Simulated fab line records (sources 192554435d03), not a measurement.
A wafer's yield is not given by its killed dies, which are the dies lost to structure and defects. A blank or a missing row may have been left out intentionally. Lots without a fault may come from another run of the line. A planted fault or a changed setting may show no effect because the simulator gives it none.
fab line records -- flow n5_finfet
[record] lots = 6, wafers = 18, last_day = 17
route steps=1938 shown BEOL_M14@1757 BEOL_M15@1773 PASSIVATION@1936
lots with no fault: from the same line, run without faults
start_h: start of the lot's first displayed wafer, in hours after the record's first day -- wait_h: hours since the lot's step before -- " as in the row above -- L1.1+2: a single row standing in for several wafers -- - no value, or no start was given -- * or withheld: withheld -- < > ~ a bound
route shown NAME@n: names a module that has steps shown in the file, with the first one's number in the route -- usual: mean/standard deviation taken from wafers without a fault -- same: alike in all rows -- chamber/n: place in a boat -- sites: readings site by site -- _std_site: how widely they spread, as a standard deviation -- _edge_site: outer sites' mean less inner sites' -- radius_mm: how far each site lies from the wafer's centre -- mask NAME#n: copy n -- behind: the last tool/chamber to shape the wafer -- hold: why the lot went on hold/how many hours it stayed there/how the hold came to an end -- device: the n, p or np transistor that did not switch -- end of line: at the end of the route, the tests of the same wafers -- a step without rows: its recipe alone -- killed: at the first sort, the dies lost to defects and structure; wafer yield is something else -- map: dies across one wafer; x = killed, . = not, _ = none there
set.NAME: the setting as run; set.NAME@STEP: as run at that earlier step -- model.NAME: the simulator's own value behind a step, which no gauge read
lots at selected steps of the route; one table per step, one row per wafer
services: the hour from which a tool's chamber was out of use, counted from the record's first day as start_h (under 0 if before that day), plus the number of hours and why
[[steps]]
[step N5_BEOL_M14_ETCH_38]
[recipe] chemistry = CF4/N2, target = SiCN, target_depth_a = 1065, taper_deg = 2, time_s = 120.6, ion_energy_ev = 150, mask_material = SiO2, pressure_mtorr = 40, source_w = 430, bias_w = 70, Ar_flow_sccm = 100, cf4_flow_sccm = 60, n2_flow_sccm = 60
[usual] drypump_motor_current_A = 5.7/0.44, mfc_ar_sccm = 100.0/0.3, oes_product_au = 0.78/0.071, rf_fwd_power_W = 428.7/1.4, rf_vpp_V = 382.2/1.4, showerhead_plenum_p_Torr = 2.21/0.049, throttle_valve_pct = 15.55/0.17
lot.wafer,tool,chamber,start_h,wait_h,drypump_motor_current_A,mfc_ar_sccm,oes_product_au,rf_fwd_power_W,rf_hours_counter_h,rf_vpp_V,showerhead_plenum_p_Torr,throttle_valve_pct
L960.1,rie_diel-02,3,-,-,5.4,99.8,0.72,430.1,202,381.1,2.19,15.70
L960.3,rie_diel-02,1,-,-,6.3,100.3,0.94,428.6,5,383.0,2.17,15.34
L960.4,rie_diel-02,3,-,-,5.4,100.6,0.71,431.4,-,380.6,2.19,15.70
L967.1,rie_diel-05,3,-,-,6.3,99.7,0.75,429.7,165,382.7,2.21,15.63
L967.2,rie_diel-05,0,-,-,5.8,99.4,0.75,430.1,148,380.8,2.21,15.70
L967.4,rie_diel-05,1,-,-,5.7,100.0,0.70,427.1,220,381.1,2.19,15.66
L966.2,rie_diel-02,1,-,-,6.3,100.0,0.93,429.2,17,379.3,2.17,15.37
L966.4,rie_diel-02,3,-,-,5.4,99.7,0.71,430.6,213,380.8,2.18,15.72
L966.6,rie_diel-02,1,-,-,6.3,100.1,0.92,430.3,-,380.5,2.17,15.38
L972.2,rie_diel-01,1,-,-,5.3,100.1,0.91,427.1,37,384.4,2.25,15.38
L972.3,rie_diel-01,2,-,-,5.3,99.6,0.71,430.6,221,378.3,2.10,15.87
L972.5,rie_diel-01,1,-,-,5.3,100.1,0.91,426.6,-,383.5,2.25,15.39
L975.1,rie_diel-02,0,-,-,5.9,99.6,0.77,430.3,115,382.3,2.23,15.56
L975.2,rie_diel-02,3,-,-,5.4,100.0,0.69,429.2,233,382.4,2.18,15.76
L975.3,rie_diel-02,1,-,-,6.3,100.1,0.89,428.5,35,381.9,2.16,15.40
L978.3,rie_diel-01,2,-,-,5.3,100.1,0.70,427.4,235,379.3,2.10,15.89
L978.5,rie_diel-01,3,-,-,6.1,100.2,0.77,428.9,-,381.3,2.22,15.32
L978.6,rie_diel-01,0,-,-,5.1,100.2,0.70,429.9,-,382.3,2.19,15.59
[step N5_BEOL_M14_PRECLEAN_39]
[recipe] chemistry = residue_remover, time_s = 60, temp_c = 40
[step N5_BEOL_M14_SRD_40]
[recipe] time_s = 30, temp_c = 23, rinse_liquid = diw, dry = n2_spin, spin_rpm = 1500, dry_time_s = 30
[step N5_BEOL_M14_DEGAS_41]
[recipe] ambient = vacuum, temp_c = 300, time_s = 60
[usual] heater_power_w = 447/42
lot.wafer,tool,chamber,start_h,wait_h,heater_power_w
L960.1,pvd_sputter-03,-,279.51,0.4,472
L960.3,pvd_sputter-03,-,279.51,0.4,424
L960.4,pvd_sputter-03,-,279.51,0.4,424
L967.1,pvd_sputter-02,-,310.99,0.0,448
L967.2,pvd_sputter-02,-,310.99,0.0,390
L967.4,pvd_sputter-02,-,310.99,0.0,565
L966.2,pvd_sputter-02,-,311.31,0.0,441
L966.4,pvd_sputter-02,-,311.31,0.0,397
L966.6,pvd_sputter-02,-,311.31,0.0,426
L972.2,pvd_sputter-01,-,343.20,0.3,405
L972.3,pvd_sputter-01,-,343.20,0.3,492
L972.5,pvd_sputter-01,-,343.20,0.3,383
L975.1,pvd_sputter-01,-,362.94,0.2,471
L975.2,pvd_sputter-01,-,362.94,0.2,464
L975.3,pvd_sputter-01,-,362.94,0.2,480
L978.3,pvd_sputter-02,-,381.76,0.5,577
L978.5,pvd_sputter-02,-,381.76,0.5,403
L978.6,pvd_sputter-02,-,381.76,0.5,437
[step N5_BEOL_M14_PRE_CLEAN_42]
[recipe] gas = H2/He, time_s = 30, temp_c = 300
[step N5_BEOL_M14_SPUTTER_43]
[recipe] material = TaN, target_thk_a = 150, temp_c = 50, bias_v = 168.6, power_w = 15000, chamber_pressure_pa = 0.12, time_s = 24.19
[usual] throttle_valve_pct = 30.0/0.94
lot.wafer,tool,chamber,start_h,wait_h,throttle_valve_pct
L960.1,pvd_sputter-03,-,279.59,0.0,29.6
L960.3,pvd_sputter-03,-,279.59,0.0,28.5
L960.4,pvd_sputter-03,-,279.59,0.0,30.3
L967.1,pvd_sputter-02,-,311.07,0.0,29.5
L967.2,pvd_sputter-02,-,311.07,0.0,31.3
L967.4,pvd_sputter-02,-,311.07,0.0,30.3
L966.2,pvd_sputter-02,-,311.39,0.0,31.0
L966.4,pvd_sputter-02,-,311.39,0.0,31.0
L966.6,pvd_sputter-02,-,311.39,0.0,31.0
L972.2,pvd_sputter-01,-,343.28,0.0,31.3
L972.3,pvd_sputter-01,-,343.28,0.0,30.5
L972.5,pvd_sputter-01,-,343.28,0.0,31.1
L975.1,pvd_sputter-01,-,363.02,0.0,30.6
L975.2,pvd_sputter-01,-,363.02,0.0,28.3
L975.3,pvd_sputter-01,-,363.02,0.0,31.5
L978.3,pvd_sputter-02,-,381.84,0.0,30.5
L978.5,pvd_sputter-02,-,381.84,0.0,31.0
L978.6,pvd_sputter-02,-,381.84,0.0,31.0
[step N5_BEOL_M14_SPUTTER_44]
[recipe] material = Ta, target_thk_a = 150, temp_c = 50, bias_v = 80, power_w = 15000, chamber_pressure_pa = 0.07, time_s = 24.19
[usual] throttle_valve_pct = 30.0/0.94
lot.wafer,tool,chamber,start_h,wait_h,throttle_valve_pct
L960.1,pvd_sputter-03,-,279.67,0.0,29.8
L960.3,pvd_sputter-03,-,279.67,0.0,28.5
L960.4,pvd_sputter-03,-,279.67,0.0,30.3
L967.1,pvd_sputter-02,-,311.15,0.0,29.5
L967.2,pvd_sputter-02,-,311.15,0.0,31.0
L967.4,pvd_sputter-02,-,311.15,0.0,30.4
L966.2,pvd_sputter-02,-,311.47,0.0,31.3
L966.4,pvd_sputter-02,-,311.47,0.0,30.9
L966.6,pvd_sputter-02,-,311.47,0.0,30.9
L972.2,pvd_sputter-01,-,343.36,0.0,31.1
L972.3,pvd_sputter-01,-,343.36,0.0,30.5
L972.5,pvd_sputter-01,-,343.36,0.0,31.2
L975.1,pvd_sputter-01,-,363.10,0.0,30.4
L975.2,pvd_sputter-01,-,363.10,0.0,28.4
L975.3,pvd_sputter-01,-,363.10,0.0,31.3
L978.3,pvd_sputter-02,-,381.92,0.0,30.4
L978.5,pvd_sputter-02,-,381.92,0.0,30.8
L978.6,pvd_sputter-02,-,381.92,0.0,31.0
[step N5_BEOL_M14_SPUTTER_45]
[recipe] material = Cu, target_thk_a = 1000, temp_c = -20, bias_v = 60, power_w = 26000, chamber_pressure_pa = 0.13, time_s = 16.67
[step N5_BEOL_M14_ECD_47]
[recipe] material = Cu, target_thk_a = 12480
[step N5_BEOL_M14_ANNEAL_48]
[recipe] temp_c = 225, time_s = 90, ambient = N2
[step N5_BEOL_M14_CMP_49]
[recipe] stop_on = SiO2, t_overpolish_s = 5.2, down_force_psi = 2, platen_rpm = 80, clearing_platen_down_force_psi = 2, clearing_platen_rpm = 80, post_cmp_clean = cu_alkaline, target_thk_nm = 560, clearing_platen_pad_velocity_m_s = 1.5917, pad_velocity_m_s = 1.5917
[step N5_BEOL_M14_THK_MEAS_50]
[recipe] thk_meas_gauge = xrf, reads = Cu_of_BEOL_M14_ECD_47
[usual] M14_THK = 572/16
lot.wafer,tool,chamber,start_h,wait_h,M14_THK[nm]
L960.1,film_metro-01,-,280.66,-,574
L960.3,film_metro-01,-,280.66,-,593
L960.4,film_metro-01,-,280.66,-,594
L967.1,film_metro-01,-,312.20,-,570
L967.2,film_metro-01,-,312.20,-,561
L967.4,film_metro-01,-,312.20,-,557
L966.2,film_metro-01,-,312.60,-,578
L966.4,film_metro-01,-,312.60,-,595
L966.6,film_metro-01,-,312.60,-,599
L972.2,film_metro-02,-,344.35,-,560
L972.3,film_metro-02,-,344.35,-,545
L972.5,film_metro-02,-,344.35,-,536
L975.1,film_metro-01,-,364.13,-,554
L975.2,film_metro-01,-,364.13,-,597
L975.3,film_metro-01,-,364.13,-,576
L978.3,film_metro-01,-,382.90,-,590
L978.5,film_metro-01,-,382.90,-,584
L978.6,film_metro-01,-,382.90,-,565
[step N5_BEOL_M14_PRE_CLEAN_52]
[recipe] gas = NH3, time_s = 15, temp_c = withheld, rf_power_w = 300
[usual] rf_fwd_power_W = 293.8/1.4
lot.wafer,tool,chamber,start_h,wait_h,rf_fwd_power_W
L960.1,pecvd-03,0,280.70,0.0,295.8
L960.3,pecvd-03,1,280.70,0.0,291.5
L960.4,pecvd-03,1,280.70,0.0,292.4
L967.1,pecvd-02,2,312.24,0.0,293.3
L967.2,pecvd-02,0,312.24,0.0,293.7
L967.4,pecvd-02,2,312.24,0.0,295.4
L966.2,pecvd-01,2,312.64,0.0,294.4
L966.4,pecvd-01,0,312.64,0.0,292.9
L966.6,pecvd-01,2,312.64,0.0,294.3
L972.2,pecvd-01,2,344.39,0.0,294.0
L972.3,pecvd-01,0,344.39,0.0,293.3
L972.5,pecvd-01,2,344.39,0.0,292.7
L975.1,pecvd-01,2,364.17,0.0,294.0
L975.2,pecvd-01,1,364.17,0.0,292.0
L975.3,pecvd-01,0,364.17,0.0,293.5
L978.3,pecvd-03,0,382.94,0.0,295.5
L978.5,pecvd-03,1,382.94,0.0,292.1
L978.6,pecvd-03,0,382.94,0.0,296.5
[step N5_BEOL_M14_DEP_53]
[recipe] material = SiCN, target_thk_a = 500, temp_c = withheld, precursor = 3MS/NH3, pressure_torr = 3, rf_w = 675, time_s = 17.8
[step N5_BEOL_M14_RS_MEAS_54]
[recipe] thk_meas_gauge = four-point-probe, reads = Cu_of_BEOL_M14_ECD_47+Ta_of_BEOL_M14_SPUTTER_44+TaN_of_BEOL_M14_SPUTTER_43
[usual] M14_RS = 0.0331/0.00089
lot.wafer,tool,chamber,start_h,wait_h,M14_RS[ohm/sq]
L960.1,film_metro-02,-,280.79,0.0,0.0331
L960.3,film_metro-02,-,280.79,0.0,0.0322
L960.4,film_metro-02,-,280.79,0.0,0.0324
L967.1,film_metro-01,-,312.36,0.1,0.0334
L967.2,film_metro-01,-,312.36,0.1,0.0337
L967.4,film_metro-01,-,312.36,0.1,0.0342
L966.2,film_metro-02,-,312.73,0.1,0.0323
L966.4,film_metro-02,-,312.73,0.1,0.0316
L966.6,film_metro-02,-,312.73,0.1,0.0314
L972.2,film_metro-01,-,344.48,0.1,0.0335
L972.3,film_metro-01,-,344.48,0.1,0.0346
L972.5,film_metro-01,-,344.48,0.1,0.0351
L975.1,film_metro-01,-,364.26,0.0,0.0340
L975.2,film_metro-01,-,364.26,0.0,0.0317
L975.3,film_metro-01,-,364.26,0.0,0.0328
L978.3,film_metro-01,-,383.03,0.1,0.0319
L978.5,film_metro-01,-,383.03,0.1,0.0321
L978.6,film_metro-01,-,383.03,0.1,0.0332
[step N5_BEOL_M14_INSPECT_55]
[recipe] inspect_instrument = darkfield, mode = post_dep
[usual] raw_defect_count = 70/25
lot.wafer,tool,chamber,start_h,wait_h,raw_defect_count
L960.1,defect_inspect-01,-,280.81,0.0,64
L960.3,defect_inspect-01,-,280.81,0.0,43
L960.4,defect_inspect-01,-,280.81,0.0,69
L967.1,defect_inspect-02,-,312.39,0.0,89
L967.2,defect_inspect-02,-,312.39,0.0,78
L967.4,defect_inspect-02,-,312.39,0.0,68
L966.2,defect_inspect-02,-,312.76,0.0,172
L966.4,defect_inspect-02,-,312.76,0.0,74
L966.6,defect_inspect-02,-,312.76,0.0,82
L972.2,defect_inspect-02,-,344.51,0.0,69
L972.3,defect_inspect-02,-,344.51,0.0,1064
L972.5,defect_inspect-02,-,344.51,0.0,81
L975.1,defect_inspect-01,-,364.28,0.0,72
L975.2,defect_inspect-01,-,364.28,0.0,56
L975.3,defect_inspect-01,-,364.28,0.0,1021
L978.3,defect_inspect-01,-,383.06,0.0,39
L978.5,defect_inspect-01,-,383.06,0.0,42
L978.6,defect_inspect-01,-,383.06,0.0,47
[step N5_BEOL_M15_ILD_DEP_00]
[recipe] material = SiO2, target_thk_a = 16293, temp_c = 400, precursor = TEOS/O2, pressure_torr = 6.5, rf_w = 900, teos_flow_sccm = 161.4, gas = O2, flow_sccm = 2650, time_s = 346.1
[usual] chamber_pressure_Torr = 6.503/0.016, heater_power_w = 642/100, rf_fwd_power_W = 898.3/2.9, showerhead_plenum_p_Torr = 8.35/0.045, throttle_valve_pct = 18.8/0.7
lot.wafer,tool,chamber,start_h,wait_h,chamber_pressure_Torr,heater_power_w,rf_fwd_power_W,showerhead_plenum_p_Torr,throttle_valve_pct
L960.1,pecvd-03,0,280.89,0.1,6.520,619,900.1,8.36,18.6
L960.3,pecvd-03,2,280.89,0.1,6.489,575,895.4,8.31,17.5
L960.4,pecvd-03,0,280.89,0.1,6.484,686,900.3,8.38,18.5
L967.1,pecvd-03,1,312.42,0.0,6.493,711,894.9,8.31,19.4
L967.2,pecvd-03,0,312.42,0.0,6.492,696,899.4,8.37,18.7
L967.4,pecvd-03,2,312.42,0.0,6.501,595,897.9,8.31,17.5
L966.2,pecvd-04,2,312.80,0.0,6.491,679,901.6,8.41,17.5
L966.4,pecvd-04,2,312.80,0.0,6.488,531,901.6,8.40,17.7
L966.6,pecvd-04,1,312.80,0.0,6.480,590,895.4,8.28,18.9
L972.2,pecvd-04,1,344.55,0.0,6.501,728,899.0,8.27,19.0
L972.3,pecvd-04,2,344.55,0.0,6.459,611,902.0,8.43,17.8
L972.5,pecvd-04,1,344.55,0.0,6.513,586,897.3,8.27,18.7
L975.1,pecvd-02,2,364.32,0.0,6.512,528,902.4,8.40,19.0
L975.2,pecvd-02,1,364.32,0.0,6.499,635,902.0,8.37,19.6
L975.3,pecvd-02,0,364.32,0.0,6.528,516,897.8,8.39,18.7
L978.3,pecvd-04,1,383.09,0.0,6.497,707,893.4,8.29,19.0
L978.5,pecvd-04,1,383.09,0.0,6.502,575,893.6,8.28,18.9
L978.6,pecvd-04,2,383.09,0.0,6.492,666,903.7,8.40,17.8
[step N5_PASSIVATION_PROBE_49]
[usual] defect_limited_yield = 91.5/1.5, killed_at_M0_to_M3 = 30/11, killed_at_M4_up = 13/4.9, killed_at_contacts = 14/6.5, killed_at_front_end = 40/11, killed_at_other = 3.3/2.7, killed_dies = 100/18, killed_on_rim = 13/3.8, killed_open = 67/14, killed_short = 32/7.8, sort_bin_5_function = 5.0/0.97, sort_bin_6_memory = 3.2/0.75, sort_bin_8_speed = 0.00/0.01, sort_n_pass = 1080/18, sort_yield_pct = 91.5/1.5
[same] gross_dies = 1180, killed_at_back_side = 0, sort_bin_4_leakage[%] = 0
lot.wafer,tool,chamber,start_h,wait_h,defect_limited_yield[%],killed_at_M0_to_M3,killed_at_M4_up,killed_at_contacts,killed_at_front_end,killed_at_other,killed_dies,killed_on_rim,killed_open,killed_short,sort_bin_5_function[%],sort_bin_6_memory[%],sort_bin_8_speed[%],sort_n_pass,sort_yield_pct[%]
L960.1,prober-02,-,300.44,0.0,92.4,28,10,14,38,0,90,10,56,26,4.5,2.4,0,1090,92.4
L960.3,prober-02,-,300.54,0.1,91.2,43,15,9,34,3,104,14,67,36,5.5,3.1,0,1076,91.2
L960.4,prober-02,-,300.59,0.2,90.2,37,16,15,44,4,116,14,82,33,6.4,2.9,0,1064,90.2
L967.1,prober-01,-,332.84,0.0,88.8,25,21,14,67,5,132,8,77,55,6.6,4.0,0,1048,88.8
L967.2,prober-01,-,332.89,0.1,89.4,39,12,19,53,2,125,14,74,51,6.3,3.9,0,1055,89.4
L967.4,prober-01,-,332.99,0.2,92.1,22,17,17,32,5,93,12,59,34,3.7,3.5,0,1087,92.1
L966.4,prober-02,-,333.36,0.2,90.8,35,13,9,49,3,109,16,73,36,5.1,3.9,0,1071,90.8
L966.6,prober-02,-,333.46,0.3,90.2,23,10,15,65,3,116,13,74,42,5.8,3.6,0,1064,90.2
L972.2,prober-02,-,370.56,0.8,89.4,39,23,1,57,5,125,26,74,40,6.0,3.4,0,1055,89.4
L972.3,prober-02,-,370.61,0.9,86.8,41,60,6,46,3,156,24,70,38,8.4,3.2,0,1024,86.8
L972.5,prober-02,-,370.71,1.0,89.1,40,16,6,63,4,129,17,72,45,6.5,3.2,0,1051,89.1
L975.1,prober-01,-,384.91,0.0,91.9,41,11,20,23,1,96,13,72,24,4.5,3.2,0,1084,91.9
L975.2,prober-01,-,384.96,0.1,93.4,25,8,11,33,1,78,10,55,22,4.0,2.2,0,1102,93.4
L975.3,prober-01,-,385.01,0.1,87.2,38,58,16,39,0,151,33,81,23,7.1,4.2,0,1029,87.2
L978.3,prober-02,-,403.35,0.1,88.1,65,14,19,39,3,140,15,99,37,6.3,5.1,0,1040,88.1
L978.5,prober-02,-,403.45,0.2,89.2,44,17,12,53,2,128,16,79,48,4.9,5.6,0,1052,89.2
L978.6,prober-02,-,403.50,0.3,91.4,22,18,10,42,10,102,9,58,36,4.1,3.9,0,1078,91.4
// killed by level:class
L960.1 MOL_CONTACT_COAG:geometric_particle:open=10 BEOL_M0_SAQP:geometric_particle:open=9 FIN_SAQP:geometric_particle:short=8 STI_FIN_REVEAL:geometric_particle:open=8 BEOL_M3:geometric_particle:open=8 HKMG_FIN:area_etch=8 BEOL_M1:geometric_particle:open=5 BEOL_M4:geometric_particle:open=5
L960.3 BEOL_M3:geometric_particle:open=9 BEOL_M0_SAQP:geometric_particle:open=8 BEOL_M4:geometric_particle:open=8 FIN_SAQP:geometric_particle:short=7 STI_FIN_REVEAL:geometric_particle:open=7 MOL_CONTACT_COAG:geometric_particle:open=7 BEOL_M0_SAQP:geometric_particle:short=7 GATE_CUT:geometric_particle:short=6
L960.4 BEOL_M3:geometric_particle:open=12 MOL_CONTACT_COAG:geometric_particle:open=11 STI_FIN_REVEAL:geometric_particle:open=8 BEOL_M0_SAQP:geometric_particle:open=8 BEOL_M4:geometric_particle:open=8 FIN_SAQP:geometric_particle:open=6 DUMMY_GATE:geometric_particle:open=6 BEOL_M0_SAQP:geometric_particle:short=6
L967.1 FIN_SAQP:geometric_particle:short=17 STI_FIN_REVEAL:geometric_particle:open=12 MOL_CONTACT_COAG:geometric_particle:open=12 GATE_CUT:geometric_particle:short=9 FIN_SAQP:geometric_particle:open=7 BEOL_M1:geometric_particle:open=7 BEOL_M0_SAQP:geometric_particle:open=6 BEOL_M0_SAQP:geometric_particle:short=6
L967.2 FIN_SAQP:geometric_particle:short=17 MOL_CONTACT_COAG:geometric_particle:open=15 BEOL_M0_SAQP:geometric_particle:short=13 STI_FIN_REVEAL:geometric_particle:open=9 BEOL_M0_SAQP:geometric_particle:open=9 BEOL_M3:geometric_particle:open=9 FIN_SAQP:geometric_particle:open=7 GATE_CUT:geometric_particle:short=7
L967.4 MOL_CONTACT_COAG:geometric_particle:open=16 FIN_SAQP:geometric_particle:short=7 STI_FIN_REVEAL:geometric_particle:open=7 BEOL_M0_SAQP:geometric_particle:open=7 BEOL_M7:geometric_particle:open=6 BEOL_M0_SAQP:geometric_particle:short=5 FIN_SAQP:geometric_particle:open=3 GATE_CUT:geometric_particle:short=3
L966.4 FIN_SAQP:geometric_particle:open=24 FIN_SAQP:geometric_particle:short=17 BEOL_M2:geometric_particle:open=15 BEOL_M1:geometric_particle:open=8 MOL_CONTACT_COAG:geometric_particle:short=7 BEOL_M0_SAQP:geometric_particle:short=5 BEOL_M5:geometric_particle:open=4 STI_FIN_REVEAL:geometric_particle:open=4
L966.6 FIN_SAQP:geometric_particle:open=34 FIN_SAQP:geometric_particle:short=17 MOL_CONTACT_COAG:geometric_particle:open=10 BEOL_M0_SAQP:geometric_particle:short=9 MOL_CONTACT_COAG:geometric_particle:short=5 BEOL_M3:geometric_particle:open=5 BEOL_M4:geometric_particle:open=5 STI_FIN_REVEAL:geometric_particle:open=4
L972.2 FIN_SAQP:geometric_particle:short=16 BEOL_M4:geometric_particle:open=14 BEOL_M2:geometric_particle:open=10 HKMG_FIN:area_etch=10 STI_FIN_REVEAL:geometric_particle:open=8 BEOL_M1:geometric_particle:open=8 BEOL_M3:geometric_particle:open=6 FIN_SAQP:geometric_particle:open=5
L972.3 BEOL_M14:unspecified=48 FIN_SAQP:geometric_particle:open=11 STI_FIN_REVEAL:geometric_particle:open=11 BEOL_M2:geometric_particle:open=10 FIN_SAQP:geometric_particle:short=9 BEOL_M0_SAQP:geometric_particle:open=9 BEOL_M1:geometric_particle:open=8 BEOL_M4:geometric_particle:open=6
L972.5 FIN_SAQP:geometric_particle:short=12 FIN_SAQP:geometric_particle:open=11 BEOL_M2:geometric_particle:open=10 HKMG_FIN:area_etch=10 BEOL_M3:geometric_particle:open=8 BEOL_M0_SAQP:geometric_particle:short=6 BEOL_M0_SAQP:geometric_particle:open=6 BEOL_M4:geometric_particle:open=6
L975.1 MOL_CONTACT_COAG:geometric_particle:open=18 BEOL_M3:geometric_particle:open=11 FIN_SAQP:geometric_particle:open=9 BEOL_M0_SAQP:geometric_particle:short=9 BEOL_M0_SAQP:geometric_particle:open=7 FIN_SAQP:geometric_particle:short=6 BEOL_M1:geometric_particle:open=5 BEOL_M2:geometric_particle:open=5
L975.2 BEOL_M2:geometric_particle:open=13 MOL_CONTACT_COAG:geometric_particle:open=9 STI_FIN_REVEAL:geometric_particle:open=7 DUMMY_GATE:geometric_particle:open=5 BEOL_M1:geometric_particle:open=5 FIN_SAQP:geometric_particle:short=4 FIN_SAQP:geometric_particle:open=3 STI_FIN_REVEAL:geometric_particle:short=3
L975.3 BEOL_M14:unspecified=46 BEOL_M1:geometric_particle:open=22 MOL_CONTACT_COAG:geometric_particle:open=16 FIN_SAQP:geometric_particle:open=11 FIN_SAQP:geometric_particle:short=7 GATE_CUT:geometric_particle:short=5 BEOL_M2:geometric_particle:open=5 DUMMY_GATE:geometric_particle:open=4
L978.3 MOL_CONTACT_COAG:geometric_particle:open=16 BEOL_M3:geometric_particle:open=14 BEOL_M2:geometric_particle:open=13 BEOL_M0_SAQP:geometric_particle:open=12 BEOL_M0_SAQP:geometric_particle:short=9 BEOL_M1:geometric_particle:open=9 FIN_SAQP:geometric_particle:short=7 FIN_SAQP:geometric_particle:open=6
L978.5 FIN_SAQP:geometric_particle:open=13 BEOL_M3:geometric_particle:open=13 FIN_SAQP:geometric_particle:short=12 MOL_CONTACT_COAG:geometric_particle:open=10 BEOL_M0_SAQP:geometric_particle:short=9 BEOL_M1:geometric_particle:open=7 GATE_CUT:geometric_particle:short=6 BEOL_M0_SAQP:geometric_particle:open=6
L978.6 FIN_SAQP:geometric_particle:short=12 BEOL_M5:geometric_particle:open=10 BEOL_M3:geometric_particle:open=8 MOL_CONTACT_COAG:geometric_particle:open=8 HKMG_FIN:area_etch=7 STI_FIN_REVEAL:geometric_particle:open=5 FIN_SAQP:geometric_particle:open=4 STARTING-WAFER:geometric_particle:short=4
// map L972.3 (x killed, . not)
_________________............________________
______________...........x......_____________
___________x...xx.x...x............__________
__________xx......................x._________
________xxxxx....................x...x_______
_______xxxxx.xx....x.x............x....______
______xxxxx.xx...............x.........._____
_____xxxxxxxxx...x........xx..x..x.......____
____xxxxxx.xx...........x.................___
___xxxxxxx..............x..x..........x....__
___xx.xx......................x............__
__...x....x...x..................x.........._
__.......x.......x.........................._
_....x.......x..................x............
_..............x.x..........x..x..x.....x..x.
_..........x....x...x.....x....x.x..x........
_.........x..x..x...x....x...................
_...........x.x..........x...x...............
_....x.x.....................................
_...........x............x...................
_......x..x..x...........xx.............x....
__..........x.......x.......x..............._
__..x......................x................_
___......x..........x.....x.........x......__
___..x..x.....x......x.....................__
____x....x.......x........................___
_____....x...x.............xxx...........____
______.............x................x..._____
_______.x..............................______
________.......x.........xxx.........._______
__________..x.x.......x..x.x..x.x..._________
___________...x...x....xx.x........__________
______________..x..............._____________
_________________.x..........________________
// map L975.3 (x killed, . not)
_________________.....x...xx.________________
______________.............x...._____________
___________xxx.x...................__________
__________xxxx......................_________
________xxxx......xx...............x.._______
_______xxxxxx...............x..........______
______xxxxxxx.............x..x.x..x....._____
_____xxxxxxxx.....................x......____
____xxxxxxx.........x.....................___
___xxxxx.x........x.......x...........x....__
___xxx..x..........x.........xx............__
__......x.........x....x...................._
__..x............................x.........._
_.x..................x........x....x.x....x..
_x...x......................xx..........xx...
_.........................x............x.x...
_.........x...................x.x.x..x...x...
_.............................x..x...x.......
_....................x...........x........x..
_....x...........x.x.x..x....x......x........
_.....xx.....x.....x.......x.................
__..........x.........x.x..................._
__................x.....................x..x_
___x........x......x......x.....x..........__
___..x..............x......................__
____........................x..........x..___
_____..............................x.xxx.____
______............x....................x_____
_______......xx..xx.......x........x...______
________.......x..x...............x..._______
__________..........x..............._________
___________.x...............x......__________
______________....x..........x.x_____________
_________________...x........________________
[[services]]
tool,chamber,start_h,hours,kind
pecvd-01,0,267.38,19.8,repair
rie_diel-02,-,274.83,1.4,repair
pecvd-04,-,279.00,2.8,pm
pvd_sputter-03,-,291.12,9.5,repair
pecvd-02,-,291.96,6.0,pm
pecvd-02,1,306.84,14.1,repair
pecvd-03,2,309.88,2.1,scheduled_down
pecvd-03,2,333.14,18.1,repair
pecvd-02,-,339.29,5.5,pm
pecvd-02,1,346.86,5.5,scheduled_down
rie_diel-05,-,348.85,15.6,pm
pecvd-03,-,352.72,0.6,repair
rie_diel-01,2,353.33,4.1,repair
pecvd-04,2,372.25,5.5,scheduled_down
[[key]]
[first_sign] step = N5_BEOL_M14_INSPECT_55, reading = raw_defect_count, direction = up, sigmas = 39, usual = 70, struck = 1042
[effect] step = N5_PASSIVATION_PROBE_49, reading = killed_at_M4_up, direction = up, sigmas = 9.4, usual = 13, struck = 59
[more_kills_born_at] N5_BEOL_M14_PRE_CLEAN_52@pecvd-01 = 94
met_at N5_BEOL_M14_PRE_CLEAN_52
struck_wafers L972.3,L975.3
[baseline_loss] step = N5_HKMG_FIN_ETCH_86, wafers = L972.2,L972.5
onset_between 312.64 344.39
[fault] kind = chamber_particle_source, tool = pecvd-01, chamber = 0, onset_h = 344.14, steps = N5_BEOL_M14_PRE_CLEAN_52, rate_per_visit_cm2 = 1.5029, end_h = 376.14
// baseline_loss: these wafers lose ten dies or more at that step, a loss of the line's own and not of a fault; the sort's usual values leave them out
